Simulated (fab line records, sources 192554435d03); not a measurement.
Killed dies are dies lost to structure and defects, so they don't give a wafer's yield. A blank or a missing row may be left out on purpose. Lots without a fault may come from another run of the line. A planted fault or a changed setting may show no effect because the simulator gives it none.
Which tool did it? | flow n5_finfet | 24 lots, 72 wafers sampled, at 4 steps of a route of 1938

WHAT THE GAUGES READ, wafer by wafer
N5_WELL_APT_INSPECT_38: inspects for defects (darkfield).
lot  | measured    | on                | raw_defect_count
L074 | day 1 17:45 | defect_inspect-02 | 13 10 10
L075 | day 1 22:40 | defect_inspect-02 | 8 10 11
L076 | day 2 05:16 | defect_inspect-01 | 12 6 10
L077 | day 2 11:32 | defect_inspect-02 | 15 9 12
L078 | day 2 17:02 | defect_inspect-01 | 10 18 17
L079 | day 2 23:18 | defect_inspect-01 | 12 8 15
L080 | day 3 04:58 | defect_inspect-01 | 6 11 4
L081 | day 3 10:55 | defect_inspect-01 | 6 17 11
L082 | day 3 16:59 | defect_inspect-01 | 23 14 25
L083 | day 3 22:53 | defect_inspect-01 | 12 9 11
L084 | day 4 05:05 | defect_inspect-02 | 11 8 16
L085 | day 4 11:11 | defect_inspect-02 | 11 8 10
L086 | day 4 17:05 | defect_inspect-01 | 16 12 17
L087 | day 5 00:39 | defect_inspect-02 | 11 18 8
L088 | day 5 06:41 | defect_inspect-02 | 7 11 6
L089 | day 5 10:52 | defect_inspect-02 | 19 12 5
L090 | day 5 17:28 | defect_inspect-02 | 16 18 19
L091 | day 5 22:53 | defect_inspect-01 | 4 5 11
L092 | day 6 04:41 | defect_inspect-02 | 15 19 8
L093 | day 6 11:08 | defect_inspect-01 | 19 9 9
L094 | day 6 17:02 | defect_inspect-01 | 14 15 14
L095 | day 6 23:06 | defect_inspect-01 | 12 12 17
L096 | day 7 04:41 | defect_inspect-01 | 11 7 24
L097 | day 7 11:21 | defect_inspect-02 | 8 14 8

N5_PMOS_HMC_CHANNEL_EPI_CD_MEAS_09: target cd 237.4 nm.
lot  | measured    | on        | cd_nm (nm)
L074 | day 1 18:11 | cd_sem-02 | 237.6 238.7 238.5
L075 | day 1 23:08 | cd_sem-03 | 236.7 236.9 236.8
L076 | day 2 05:43 | cd_sem-01 | 239.3 237.1 238.3
L077 | day 2 12:00 | cd_sem-03 | 237.2 238.8 238.0
L078 | day 2 17:22 | cd_sem-02 | 238.6 237.8 239.3
L079 | day 2 23:37 | cd_sem-01 | 238.6 239.2 239.1
L080 | day 3 05:24 | cd_sem-03 | 237.1 238.0 236.8
L081 | day 3 11:13 | cd_sem-02 | 238.6 236.7 238.3
L082 | day 3 17:25 | cd_sem-01 | 237.0 236.6 236.4
L083 | day 3 23:20 | cd_sem-01 | 237.2 236.5 236.5
L084 | day 4 05:33 | cd_sem-03 | 237.3 237.7 238.5
L085 | day 4 11:31 | cd_sem-02 | 236.6 236.5 237.2
L086 | day 4 17:31 | cd_sem-01 | 238.7 236.0 237.2
L087 | day 5 01:05 | cd_sem-01 | 237.3 238.0 236.6
L088 | day 5 07:08 | cd_sem-03 | 237.0 236.5 237.5
L089 | day 5 11:11 | cd_sem-01 | 237.1 236.0 235.9
L090 | day 5 17:54 | cd_sem-01 | 237.5 237.0 238.6
L091 | day 5 23:19 | cd_sem-01 | 236.5 239.1 237.9
L092 | day 6 05:07 | cd_sem-02 | 237.6 237.0 237.0
L093 | day 6 11:35 | cd_sem-02 | 239.5 238.5 240.2
L094 | day 6 17:28 | cd_sem-01 | 236.9 236.9 236.5
L095 | day 6 23:32 | cd_sem-01 | 237.6 238.3 239.5
L096 | day 7 05:08 | cd_sem-01 | 237.9 237.3 237.5
L097 | day 7 11:48 | cd_sem-03 | 237.2 237.1 237.0

N5_FIN_SAQP_THK_MEAS_05.
lot  | measured    | on            | thk_nm (nm)
L074 | day 1 23:22 | film_metro-01 | 38.3 39.0 39.0
L075 | day 2 03:32 | film_metro-02 | 37.1 38.1 38.1
L076 | day 2 09:23 | film_metro-02 | 38.4 37.5 38.4
L077 | day 2 15:35 | film_metro-01 | 37.2 37.4 37.7
L078 | day 2 21:28 | film_metro-01 | 38.4 37.9 38.8
L079 | day 3 03:11 | film_metro-02 | 37.7 37.5 38.1
L080 | day 3 09:03 | film_metro-01 | 38.1 38.3 38.2
L081 | day 3 15:04 | film_metro-01 | 37.9 37.7 38.8
L082 | day 3 21:03 | film_metro-01 | 37.7 39.5 37.7
L083 | day 4 03:02 | film_metro-02 | 37.0 38.0 38.7
L084 | day 4 09:54 | film_metro-02 | 37.1 37.0 38.3
L085 | day 4 17:34 | film_metro-02 | 37.4 38.2 39.1
L086 | day 4 22:01 | film_metro-01 | 38.1 38.9 38.7
L087 | day 5 06:13 | film_metro-01 | 38.6 37.5 38.4
L088 | day 5 11:14 | film_metro-01 | 37.6 38.4 38.1
L089 | day 5 15:04 | film_metro-02 | 37.5 37.6 38.8
L090 | day 5 22:02 | film_metro-01 | 37.3 38.6 38.0
L091 | day 6 03:11 | film_metro-02 | 37.5 38.1 38.6
L092 | day 6 08:49 | film_metro-02 | 37.6 37.9 38.5
L093 | day 6 16:22 | film_metro-02 | 38.3 38.5 38.2
L094 | day 6 21:12 | film_metro-02 | 37.9 38.8 38.5
L095 | day 7 04:25 | film_metro-02 | 38.0 38.9 38.5
L096 | day 7 08:59 | film_metro-01 | 37.7 38.2 39.6
L097 | day 7 16:14 | film_metro-01 | 37.9 38.3 38.5

WHICH TOOL RAN EACH LOT (tool, then ch and the chambers of the sampled wafers, then the start)
lot  | N5_PMOS_HMC_CHANNEL_EPI_STRIP_33
L074 | rie_diel-04 ch 0,1,3, day 1 18:44
L075 | rie_diel-03 ch 1,2,3, day 1 23:35
L076 | rie_diel-03 ch 0,1, day 2 05:56
L077 | rie_diel-05 ch 0,1,2, day 2 12:20
L078 | rie_diel-03 ch 1,3, day 2 17:35
L079 | rie_diel-05 ch 1,2,3, day 2 23:50
L080 | rie_diel-05 ch 1,2,3, day 3 05:37
L081 | rie_diel-03 ch 0,2,3, day 3 11:26
L082 | rie_diel-04 ch 0,1, day 3 17:38
L083 | rie_diel-03 ch 0,2, day 3 23:33
L084 | rie_diel-05 ch 1,2, day 4 05:46
L085 | rie_diel-04 ch 1,2,3, day 4 11:43
L086 | rie_diel-05 ch 0,2,3, day 4 18:04
L087 | rie_diel-04 ch 1,2,3, day 5 02:03
L088 | rie_diel-03 ch 0,3, day 5 07:27
L089 | rie_diel-03 ch 1,2, day 5 11:44
L090 | rie_diel-03 ch 0,1,2, day 5 18:11
L091 | rie_diel-05 ch 0,1,3, day 5 23:32
L092 | rie_diel-05 ch 1,2, day 6 05:20
L093 | rie_diel-04 ch 0,1,2, day 6 12:08
L094 | rie_diel-04 ch 1,2,3, day 6 17:41
L095 | rie_diel-05 ch 1,2,3, day 6 23:46
L096 | rie_diel-04 ch 0,2,3, day 7 05:21
L097 | rie_diel-03 ch 2,3, day 7 12:02
- N5_PMOS_HMC_CHANNEL_EPI_STRIP_33: strips in N2/H2.

WHAT THE TOOLS THEMSELVES READ (means of the sampled wafers that have a number; where no wafer has one, the mark that the record gives instead)
N5_PMOS_HMC_CHANNEL_EPI_STRIP_33.
lot  | tool        | drypump_motor_current_A (A) | oes_product_au (a.u.) | rf_vpp_V (V) | showerhead_plenum_p_Torr (Torr) | throttle_valve_pct (%)
L074 | rie_diel-04 | 5.6                         | 0.69                  | 53.4         | 3.28                            | 19.0
L075 | rie_diel-03 | 5.6                         | 0.72                  | 53.5         | 3.37                            | 19.0
L076 | rie_diel-03 | 5.5                         | 0.73                  | 53.9         | 3.51                            | 19.3
L077 | rie_diel-05 | 5.8                         | 0.75                  | 54.3         | 3.31                            | 18.9
L078 | rie_diel-03 | 5.6                         | 0.70                  | 54.2         | 3.44                            | 19.0
L079 | rie_diel-05 | 5.6                         | 0.82                  | 55.1         | 3.33                            | 18.9
L080 | rie_diel-05 | 5.6                         | 0.80                  | 54.9         | 3.33                            | 18.9
L081 | rie_diel-03 | 5.9                         | 0.72                  | 54.5         | 3.38                            | 18.9
L082 | rie_diel-04 | 5.5                         | 0.78                  | 53.6         | 3.31                            | 18.8
L083 | rie_diel-03 | 5.9                         | 0.75                  | 56.1         | 3.41                            | 19.1
L084 | rie_diel-05 | 5.6                         | 0.78                  | 54.7         | 3.27                            | 18.7
L085 | rie_diel-04 | 5.2                         | 0.79                  | 53.5         | 3.38                            | 18.7
L086 | rie_diel-05 | 5.8                         | 0.89                  | 53.1         | 3.36                            | 18.9
L087 | rie_diel-04 | 5.2                         | 0.79                  | 55.5         | 3.37                            | 18.7
L088 | rie_diel-03 | 5.8                         | 0.72                  | 53.5         | 3.47                            | 19.0
L089 | rie_diel-03 | 5.3                         | 0.70                  | 53.2         | 3.38                            | 19.4
L090 | rie_diel-03 | 5.6                         | 0.71                  | 53.5         | 3.39                            | 19.2
L091 | rie_diel-05 | 5.7                         | 0.86                  | 55.1         | 3.30                            | 18.6
L092 | rie_diel-05 | 5.6                         | 0.77                  | 53.7         | 3.26                            | 18.8
L093 | rie_diel-04 | 5.5                         | 0.77                  | 53.5         | 3.28                            | 19.0
L094 | rie_diel-04 | 5.2                         | 0.78                  | 53.8         | 3.37                            | 18.8
L095 | rie_diel-05 | 5.6                         | 0.78                  | 53.8         | 3.32                            | 18.9
L096 | rie_diel-04 | 5.6                         | 0.83                  | 51.4         | 3.37                            | 19.0
L097 | rie_diel-03 | 6.0                         | 0.78                  | 55.9         | 3.26                            | 18.7

THE ANSWER, worked out from the rows above alone
Rule: what is usual is taken from the lots themselves. Put in order of their means at a reading, lots are off if they are a third of the lots or fewer, leave a main group of 4 or more, and stand apart from it by a gap of 3 or more times the standard deviation of the main group's means; of several such gaps the widest counts. A main group whose means are all the same, to the digits that the tables above print for the reading, isn't used. A lot without any number at a reading at which 4 lots or more have one is off too. The other lots that the step has rows for count as sound. The gauges are gone through in route order, then the tools' own readings, and for those a lot's mean is taken as printed above. The first step at which some lot is off is used, and at that step the reading that is off furthest; a lot without a number counts as furthest.
No lot is off at any reading shown: from this, nothing can be told.

WHAT THE SIMULATOR HAD PUT IN
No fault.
